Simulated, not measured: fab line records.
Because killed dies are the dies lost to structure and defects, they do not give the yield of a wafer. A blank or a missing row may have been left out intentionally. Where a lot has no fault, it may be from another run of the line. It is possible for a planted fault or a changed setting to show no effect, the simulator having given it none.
Which of the tools did it?	flow nandHarc	33 wafers from 11 lots sampled at 6 of the route's 1159 steps

## WHAT EACH GAUGE READ, for each wafer
NHARC_P_M0_CD_MEAS_16.
lot	measured	on	cdNm (nm)
L365	day 5 19:10	cdSem-02	89.3 89.4 88.5
L367	day 6 09:58	cdSem-01	89.3 89.5 91.3
L368	day 6 14:52	cdSem-03	88.4 89.5 89.2
L369	day 6 17:01	cdSem-01	89.7 88.9 89.9
L371	day 7 08:49	cdSem-02	90.0 90.4 89.1
L374	day 8 03:13	cdSem-01	88.9 89.2 90.8
L381	day 10 03:43	cdSem-03	89.8 90.4 89.7
L382	day 10 08:23	cdSem-03	88.3 90.0 90.0
L386	day 10 21:49	cdSem-01	89.3 89.4 88.8
L388	day 11 12:45	cdSem-03	90.9 90.2 90.8
L387	day 11 13:56	cdSem-02	89.7 91.2 90.2

NHARC_P_M0_INSPECT_27.
lot	measured	on	rawDefectCount
L365	day 5 21:22	defectInspect-02	315 226 237
L367	day 6 12:09	defectInspect-02	389 765 572
L368	day 6 17:03	defectInspect-01	256 583 409
L369	day 6 19:13	defectInspect-01	204 185 248
L371	day 7 11:02	defectInspect-01	271 534 382
L374	day 8 05:26	defectInspect-01	2589 220 267
L381	day 10 06:02	defectInspect-01	383 359 399
L382	day 10 10:34	defectInspect-01	325 256 263
L386	day 11 00:00	defectInspect-02	253 234 278
L388	day 11 14:58	defectInspect-01	230 296 328
L387	day 11 16:12	defectInspect-01	210 143 183

NHARC_END_SORT_01.
lot	measured	on	defectLimitedYield (%)	killedAtArray	killedAtOther	killedAtPeriphery	killedDies	killedOpen	killedShort	sort_bin_2_pct (%)	sort_bin_3_pct (%)	sort_bin_4_pct (%)	sortNPass	sortRimYieldPct (%)	sortYieldPct (%)
L368	day 20 04:47	prober-02	97.0 97.6 97.0	18 15 18	0 0 0	2 1 2	20 16 20	3 2 7	2 1 1	0.7 0.7 1.2	0.44 0.15 0	1.8 1.5 1.8	657 661 657	98.1 97.2 100.0	97.0 97.6 97.0
L374	day 21 10:00	prober-02	0 96.3 95.9	32 24 25	0 0 1	645 1 2	677 25 28	7 3 2	0 2 2	1.0 0.9 1.0	95.72 0.15 0.30	3.2 2.7 2.8	0 652 649	0 92.5 93.4	0 96.3 95.9
L387	day 25 12:46	prober-02	96.8 95.9 95.4	19 23 26	1 4 3	2 1 2	22 28 31	6 0 6	1 2 0	1.2 1.3 1.5	0.15 0.44 0	1.9 2.4 3.1	655 649 646	95.3 97.2 100.0	96.8 95.9 95.4

## EACH LOT AND THE TOOL THAT RAN IT (in order: tool; ch and the chambers of the sampled wafers; start)
lot	NHARC_P_M0_STRIP_18	NHARC_P_M0_PVD_21	NHARC_P_M0_CMP_23
L365	rieDiel-07 ch 1,2,3, day 5 19:14	pvdSputter-02, day 5 20:54 or earlier	cmp-02 ch 0,2, day 5 20:54
L367	rieDiel-09 ch 0,1,2, day 6 10:02	pvdSputter-03, day 6 11:41 or earlier	cmp-01 ch 0,2,3, day 6 11:41
L368	rieDiel-13 ch 0,1,3, day 6 15:01	pvdSputter-01, day 6 16:37 or earlier	cmp-04 ch 0,2,3, day 6 16:37
L369	rieDiel-13 ch 1,2,3, day 6 17:07	pvdSputter-02, day 6 18:44 or earlier	cmp-01 ch 0,1,2, day 6 18:44
L371	rieDiel-09 ch 0,2,3, day 7 08:53	pvdSputter-02, day 7 10:35 or earlier	cmp-02 ch 0,3, day 7 10:35
L374	rieDiel-09 ch 1,2,3, day 8 03:18	pvdSputter-03, day 8 04:58 or earlier	cmp-01 ch 0,1,2, day 8 04:58
L381	rieDiel-09 ch 0,3, day 10 03:47	pvdSputter-03, day 10 05:37 or earlier	cmp-02 ch 0,1,3, day 10 05:37
L382	rieDiel-07 ch 1,2,3, day 10 08:29	pvdSputter-02, day 10 10:05 or earlier	cmp-04 ch 0,3, day 10 10:05
L386	rieDiel-09 ch 0,2,3, day 10 21:53	pvdSputter-01, day 10 23:34 or earlier	cmp-02 ch 0,2, day 10 23:34
L388	rieDiel-09 ch 0,1,2, day 11 12:53	pvdSputter-01, day 11 14:29 or earlier	cmp-02 ch 0,1, day 11 14:29
L387	rieDiel-09 ch 0,1,2, day 11 14:01	pvdSputter-01, day 11 15:43 or earlier	cmp-01 ch 2,3, day 11 15:43
- NHARC_P_M0_STRIP_18: strips in N2/H2.
- NHARC_P_M0_PVD_21: deposits Cu, target thk 30 nm, time 20.49 s.
- NHARC_P_M0_CMP_23: polishes, t overpolish 20 s, target thk 117.53 nm.

## WHAT THE TOOLS THEMSELVES READ (means of the sampled wafers that have a number; where no wafer has one, the mark that the record gives instead)
NHARC_P_M0_STRIP_18.
lot	tool	drypumpMotorCurrentA (A)	oesProductAu (a.u.)	rfVppV (V)	showerheadPlenumPTorr (Torr)	throttleValvePct (%)
L365	rieDiel-07	5.5	1.001	90.9	1.99	14.164
L367	rieDiel-09	6.1	1.001	90.7	1.98	14.171
L368	rieDiel-13	5.5	1.008	90.7	2.05	14.175
L369	rieDiel-13	5.6	0.997	89.9	2.05	14.167
L371	rieDiel-09	5.9	0.999	90.6	2.00	14.179
L374	rieDiel-09	6.0	0.992	90.3	1.98	14.167
L381	rieDiel-09	6.0	0.998	89.8	1.99	14.167
L382	rieDiel-07	5.5	1.009	90.5	1.99	14.174
L386	rieDiel-09	5.9	1.004	90.8	2.00	14.168
L388	rieDiel-09	6.1	0.995	90.8	1.98	14.167
L387	rieDiel-09	6.1	1.000	89.4	1.98	14.165

NHARC_P_M0_PVD_21.
lot	tool	throttleValvePct (%)
L365	pvdSputter-02	28.4
L367	pvdSputter-03	29.9
L368	pvdSputter-01	29.4
L369	pvdSputter-02	28.2
L371	pvdSputter-02	28.3
L374	pvdSputter-03	29.4
L381	pvdSputter-03	29.9
L382	pvdSputter-02	29.1
L386	pvdSputter-01	30.3
L388	pvdSputter-01	29.8
L387	pvdSputter-01	30.3

NHARC_P_M0_CMP_23.
lot	tool	motorCurrentA (A)	timeToEndpointS (s)
L365	cmp-02	12.4	27.6
L367	cmp-01	11.6	28.4
L368	cmp-04	13.8	26.1
L369	cmp-01	11.6	31.3
L371	cmp-02	10.4	28.7
L374	cmp-01	11.1	32.2
L381	cmp-02	10.9	26.7
L382	cmp-04	14.2	28.1
L386	cmp-02	11.1	27.3
L388	cmp-02	11.2	28.1
L387	cmp-01	11.7	29.2

## THE ANSWER, worked out from the rows above alone
Rule: usual is defined by the lots themselves. The widest of any qualifying gaps counts: lots, ordered by their means at a reading, are off when they make up no more than a third of the lots, leave a main group of 4 or more, and stand apart from it by 3 or more times the standard deviation of that group's means. If all means in a main group match to the digits the tables above print for the reading, that group is not used. Also off: a lot with no number at a reading for which 4 or more lots have one. All remaining lots with rows at the step are treated as sound. The gauges are gone through in route order, then the tools' own readings, and for those a lot's mean is taken as printed above. The first step at which some lot is off is used, and at that step the reading that is off furthest; a lot without a number counts as furthest.
Off: L374 (NHARC_P_M0_INSPECT_27, rawDefectCount). The main group has a mean of 324 with a standard deviation of 1.1e+02.
A tool fits if, at a process step before that reading, it ran every lot that is off, and no sound lot after the first of them. Gauges at NHARC_P_M0_INSPECT_27: tried the same way as those tools. NHARC_P_M0_PVD_21 gives no start for some lots, so the hours and the order of its lots are those of NHARC_P_M0_CMP_23. None of those tried fits.

## WHAT HAD BEEN PUT IN BY THE SIMULATOR
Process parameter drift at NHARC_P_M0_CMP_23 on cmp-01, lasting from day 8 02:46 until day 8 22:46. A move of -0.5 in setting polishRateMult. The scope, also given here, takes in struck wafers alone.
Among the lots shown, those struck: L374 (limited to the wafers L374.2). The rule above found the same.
